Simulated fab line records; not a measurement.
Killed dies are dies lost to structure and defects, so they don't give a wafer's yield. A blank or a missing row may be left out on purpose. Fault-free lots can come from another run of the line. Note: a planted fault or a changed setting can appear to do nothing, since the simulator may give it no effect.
Chamber matching || flow nandHarc || NHARC_P_M0_DEP_32 on pecvd-01: 3 sister chambers
The step deposits SiCN, target thk 30 nm. 14 wafers are shown with their chamber, then 7 later ones without.

== WAFERS PAIRED WITH THEIR CHAMBERS ==
{"wafer": "L076.2", "chamber": 0, "showerheadVppV (V)": 1193, "heaterPowerW (W)": 650, "rfFwdPowerW (W)": 451.9}
{"wafer": "L076.3", "chamber": 1, "showerheadVppV (V)": 1223, "heaterPowerW (W)": 618, "rfFwdPowerW (W)": 449.1}
{"wafer": "L076.4", "chamber": 1, "showerheadVppV (V)": 1214, "heaterPowerW (W)": 622, "rfFwdPowerW (W)": 447.4}
{"wafer": "L079.1", "chamber": 1, "showerheadVppV (V)": 1228, "heaterPowerW (W)": 644, "rfFwdPowerW (W)": 449.7}
{"wafer": "L079.3", "chamber": 2, "showerheadVppV (V)": 1220, "heaterPowerW (W)": 609, "rfFwdPowerW (W)": 448.8}
{"wafer": "L079.4", "chamber": 1, "showerheadVppV (V)": 1232, "heaterPowerW (W)": 666, "rfFwdPowerW (W)": 449.7}
{"wafer": "L081.2", "chamber": 2, "showerheadVppV (V)": 1209, "heaterPowerW (W)": 577, "rfFwdPowerW (W)": 449.4}
{"wafer": "L081.3", "chamber": 0, "showerheadVppV (V)": 1192, "heaterPowerW (W)": 531, "rfFwdPowerW (W)": 452.0}
{"wafer": "L081.5", "chamber": 2, "showerheadVppV (V)": 1213, "heaterPowerW (W)": 575, "rfFwdPowerW (W)": 448.5}
{"wafer": "L083.2", "chamber": 0, "showerheadVppV (V)": 1203, "heaterPowerW (W)": 583, "rfFwdPowerW (W)": 446.1}
{"wafer": "L083.4", "chamber": 2, "showerheadVppV (V)": 1202, "heaterPowerW (W)": 530, "rfFwdPowerW (W)": 448.2}
{"wafer": "L083.5", "chamber": 0, "showerheadVppV (V)": 1190, "heaterPowerW (W)": 591, "rfFwdPowerW (W)": 448.4}
{"wafer": "L085.2", "chamber": 1, "showerheadVppV (V)": 1239, "heaterPowerW (W)": 659, "rfFwdPowerW (W)": 447.6}
{"wafer": "L085.3", "chamber": 0, "showerheadVppV (V)": 1208, "heaterPowerW (W)": 628, "rfFwdPowerW (W)": 450.8}

SIGNATURES (means of the wafers above)
{"reading": "showerheadVppV", "chamber 0": 1197.20, "chamber 1": 1227.20, "chamber 2": 1211.00, "scatter within a chamber": 8.38}
{"reading": "heaterPowerW", "chamber 0": 596.60, "chamber 1": 641.80, "chamber 2": 572.75, "scatter within a chamber": 34.9}
{"reading": "rfFwdPowerW", "chamber 0": 449.840, "chamber 1": 448.700, "chamber 2": 448.725, "scatter within a chamber": 1.7}
Rule: for a wafer and a chamber, the distance is found by dividing, reading by reading, the gap between the wafer's reading and the chamber's mean by the reading's scatter, squaring, summing and taking the root. The wafer belongs to the nearest chamber; if the next one is less than 2 further off, it can't be placed. The scatter: the root of (the sum of the squares of (reading less its chamber's mean) over the shown wafers, divided by (wafers less chambers)).

== WAFERS WITH NO CHAMBER GIVEN ==
{"wafer": "L085.4", "showerheadVppV (V)": 1238, "heaterPowerW (W)": 663, "rfFwdPowerW (W)": 448.8}
{"wafer": "L094.1", "showerheadVppV (V)": 1205, "heaterPowerW (W)": 604, "rfFwdPowerW (W)": 449.5}
{"wafer": "L094.2", "showerheadVppV (V)": 1212, "heaterPowerW (W)": 618, "rfFwdPowerW (W)": 447.3}
{"wafer": "L094.4", "showerheadVppV (V)": 1202, "heaterPowerW (W)": 632, "rfFwdPowerW (W)": 450.0}
{"wafer": "L097.1", "showerheadVppV (V)": 1173, "heaterPowerW (W)": 676, "rfFwdPowerW (W)": 449.8}
{"wafer": "L097.2", "showerheadVppV (V)": 1216, "heaterPowerW (W)": 645, "rfFwdPowerW (W)": 449.1}
{"wafer": "L097.5", "showerheadVppV (V)": 1199, "heaterPowerW (W)": 656, "rfFwdPowerW (W)": 448.1}

== CHAMBER TAKEN BY EACH ==
{"wafer": "L085.4", "from the rows above": 1, "in truth": 1}
{"wafer": "L094.1", "from the rows above": "can't be placed: 0 or 2 or 1", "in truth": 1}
{"wafer": "L094.2", "from the rows above": "can't be placed: 2 or 1 or 0", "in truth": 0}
{"wafer": "L094.4", "from the rows above": "can't be placed: 0 or 2 or 1", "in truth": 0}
{"wafer": "L097.1", "from the rows above": "can't be placed: 0 or 2", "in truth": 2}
{"wafer": "L097.2", "from the rows above": "can't be placed: 1 or 2 or 0", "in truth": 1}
{"wafer": "L097.5", "from the rows above": "can't be placed: 0 or 2 or 1", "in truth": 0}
Placed correctly: 1 of 7. Can't be placed from these rows: 6 (the true chamber is among the candidates in 6). 0 placed wrongly.
